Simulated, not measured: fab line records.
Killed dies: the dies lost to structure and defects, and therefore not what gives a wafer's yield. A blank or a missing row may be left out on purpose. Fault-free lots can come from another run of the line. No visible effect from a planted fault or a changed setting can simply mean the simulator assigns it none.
Check for tools in common :: flow nand_harc :: Lots sampled 14, wafers sampled 42

REASON IT WAS OPENED
At NHARC_P_M0_CD_MEAS_09 the reading cd_nm is flagged on 2 of 14 lots. Wafers without a fault read 89.8 nm, standard deviation 0.47.
Rule: flag the lot when none of its wafers has a number, or when each of its wafers that has one lies beyond 4 standard deviations from that mean. As for the other lots, they are considered sound.

lot: L520
measured: day 6 06:28
on: cd_sem-02
cd_nm (nm), wafer by wafer: 89.7 90.8 89.8
flag: 

lot: L521
measured: day 6 15:07
on: cd_sem-03
cd_nm (nm), wafer by wafer: 90.6 90.8 90.2
flag: 

lot: L522
measured: day 6 19:14
on: cd_sem-02
cd_nm (nm), wafer by wafer: 89.6 89.0 88.5
flag: 

lot: L523
measured: day 7 08:55
on: cd_sem-02
cd_nm (nm), wafer by wafer: 89.3 90.1 90.1
flag: 

lot: L525
measured: day 8 11:16
on: cd_sem-03
cd_nm (nm), wafer by wafer: 90.3 90.3 89.6
flag: 

lot: L526
measured: day 8 13:43
on: cd_sem-01
cd_nm (nm), wafer by wafer: 89.8 89.7 89.6
flag: 

lot: L528
measured: day 9 12:29
on: cd_sem-03
cd_nm (nm), wafer by wafer: 89.9 90.4 90.9
flag: 

lot: L530
measured: day 9 22:05
on: cd_sem-01
cd_nm (nm), wafer by wafer: 89.6 89.6 90.2
flag: 

lot: L529
measured: day 9 22:24
on: cd_sem-02
cd_nm (nm), wafer by wafer: 89.5 89.4 90.0
flag: 

lot: L531
measured: day 10 15:07
on: cd_sem-03
cd_nm (nm), wafer by wafer: 89.8 90.7 90.3
flag: 

lot: L534
measured: day 12 02:46
on: cd_sem-03
cd_nm (nm), wafer by wafer: 50.7 50.6 50.7
flag: FLAGGED

lot: L536
measured: day 12 17:28
on: cd_sem-02
cd_nm (nm), wafer by wafer: 61.4 61.4 60.8
flag: FLAGGED

lot: L541
measured: day 14 15:23
on: cd_sem-02
cd_nm (nm), wafer by wafer: 89.1 89.8 89.9
flag: 

lot: L543
measured: day 15 19:02
on: cd_sem-03
cd_nm (nm), wafer by wafer: 89.5 88.7 89.1
flag: 
The mean of the flagged lots' numbers is 55.9 nm, -33.9 nm from the usual (-72 standard deviations).

EACH LOT AND THE TOOL IT RAN ON
2 process steps preceding the reading are held in the record, out of 1302 steps in the route. Read each cell as the tool, then ch plus the chambers that the sampled wafers visited, then the start.
lot: L520
flag: 
NHARC_P_CONTACT_DESCUM_17: rie_diel-01 ch 0,2, day 6 02:29
NHARC_P_M0_EXPOSE_06: arfi_scanner-03 ch 0, day 6 06:20

lot: L521
flag: 
NHARC_P_CONTACT_DESCUM_17: rie_diel-05 ch 2,3, day 6 11:11
NHARC_P_M0_EXPOSE_06: arfi_scanner-03 ch 0, day 6 14:59

lot: L522
flag: 
NHARC_P_CONTACT_DESCUM_17: rie_diel-05 ch 0,1,2, day 6 15:21
NHARC_P_M0_EXPOSE_06: arfi_scanner-03 ch 0, day 6 19:05

lot: L523
flag: 
NHARC_P_CONTACT_DESCUM_17: rie_diel-05 ch 0,2,3, day 7 04:55
NHARC_P_M0_EXPOSE_06: arfi_scanner-01 ch 0, day 7 08:46

lot: L525
flag: 
NHARC_P_CONTACT_DESCUM_17: rie_diel-03 ch 0,1,2, day 8 07:17
NHARC_P_M0_EXPOSE_06: arfi_scanner-01 ch 0, day 8 11:07

lot: L526
flag: 
NHARC_P_CONTACT_DESCUM_17: rie_diel-05 ch 0,2,3, day 8 09:43
NHARC_P_M0_EXPOSE_06: arfi_scanner-03 ch 0, day 8 13:35

lot: L528
flag: 
NHARC_P_CONTACT_DESCUM_17: rie_diel-01 ch 1,3, day 9 08:29
NHARC_P_M0_EXPOSE_06: arfi_scanner-02 ch 0, day 9 12:20

lot: L530
flag: 
NHARC_P_CONTACT_DESCUM_17: rie_diel-03 ch 2,3, day 9 17:58
NHARC_P_M0_EXPOSE_06: arfi_scanner-01 ch 0, day 9 21:56

lot: L529
flag: 
NHARC_P_CONTACT_DESCUM_17: rie_diel-05 ch 0,1,3, day 9 18:25
NHARC_P_M0_EXPOSE_06: arfi_scanner-02 ch 0, day 9 22:16

lot: L531
flag: 
NHARC_P_CONTACT_DESCUM_17: rie_diel-03 ch 0,1,2, day 10 11:04
NHARC_P_M0_EXPOSE_06: arfi_scanner-03 ch 0, day 10 14:58

lot: L534
flag: FLAGGED
NHARC_P_CONTACT_DESCUM_17: rie_diel-03 ch 0,2,3, day 11 22:55
NHARC_P_M0_EXPOSE_06: arfi_scanner-02 ch 0, day 12 02:38

lot: L536
flag: FLAGGED
NHARC_P_CONTACT_DESCUM_17: rie_diel-05 ch 1,2,3, day 12 13:30
NHARC_P_M0_EXPOSE_06: arfi_scanner-02 ch 0, day 12 17:20

lot: L541
flag: 
NHARC_P_CONTACT_DESCUM_17: rie_diel-05 ch 1,3, day 14 11:23
NHARC_P_M0_EXPOSE_06: arfi_scanner-01 ch 0, day 14 15:14

lot: L543
flag: 
NHARC_P_CONTACT_DESCUM_17: rie_diel-03 ch 0,3, day 15 14:59
NHARC_P_M0_EXPOSE_06: arfi_scanner-01 ch 0, day 15 18:53
What the steps here do:
- NHARC_P_CONTACT_DESCUM_17: chemistry O2, time 3 s.
- NHARC_P_M0_EXPOSE_06: exposes mask P M0, target cd 90 nm.
- NHARC_P_M0_CD_MEAS_09: target cd 90 nm.

FLAGGED OVER TOTAL, TOOL BY TOOL (the gauges that took the reading come last)
step: NHARC_P_CONTACT_DESCUM_17
tool: rie_diel-01
lots run: 2
flagged: 0
share of the flagged lots: none
sound lots run after its first flagged lot: -

step: NHARC_P_CONTACT_DESCUM_17
tool: rie_diel-03
lots run: 5
flagged: 1
share of the flagged lots: some
sound lots run after its first flagged lot: 1 (L543)

step: NHARC_P_CONTACT_DESCUM_17
tool: rie_diel-05
lots run: 7
flagged: 1
share of the flagged lots: some
sound lots run after its first flagged lot: 1 (L541)

step: NHARC_P_M0_EXPOSE_06
tool: arfi_scanner-01
lots run: 5
flagged: 0
share of the flagged lots: none
sound lots run after its first flagged lot: -

step: NHARC_P_M0_EXPOSE_06
tool: arfi_scanner-02
lots run: 4
flagged: 2
share of the flagged lots: all
sound lots run after its first flagged lot: 0

step: NHARC_P_M0_EXPOSE_06
tool: arfi_scanner-03
lots run: 5
flagged: 0
share of the flagged lots: none
sound lots run after its first flagged lot: -

step: NHARC_P_M0_CD_MEAS_09
tool: cd_sem-01
lots run: 2
flagged: 0
share of the flagged lots: none
sound lots run after its first flagged lot: -

step: NHARC_P_M0_CD_MEAS_09
tool: cd_sem-02
lots run: 6
flagged: 1
share of the flagged lots: some
sound lots run after its first flagged lot: 1 (L541)

step: NHARC_P_M0_CD_MEAS_09
tool: cd_sem-03
lots run: 6
flagged: 1
share of the flagged lots: some
sound lots run after its first flagged lot: 1 (L543)

WHAT THE TABLE ALLOWS
1 row of the table ran every flagged lot: arfi_scanner-02 at NHARC_P_M0_EXPOSE_06.
- arfi_scanner-02 at NHARC_P_M0_EXPOSE_06 ran 4 lots, 2 of them flagged. Its last sound lot is L529 (day 9 22:16), its first flagged lot L534 (day 12 02:38): a fault that began between those two fits. Its own readings lie more than 4 standard deviations out on every wafer of the flagged lots: exposure_dose_mJ_cm2.
arfi_scanner-02 at NHARC_P_M0_EXPOSE_06 is the single tool remaining.

WHAT WAS PUT IN BY THE SIMULATOR
Drift in process parameters on arfi_scanner-02 at NHARC_P_M0_EXPOSE_06, starting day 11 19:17. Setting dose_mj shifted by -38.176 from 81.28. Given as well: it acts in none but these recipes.
Struck lots among those shown: L534, L536. The same result came from the rule above.
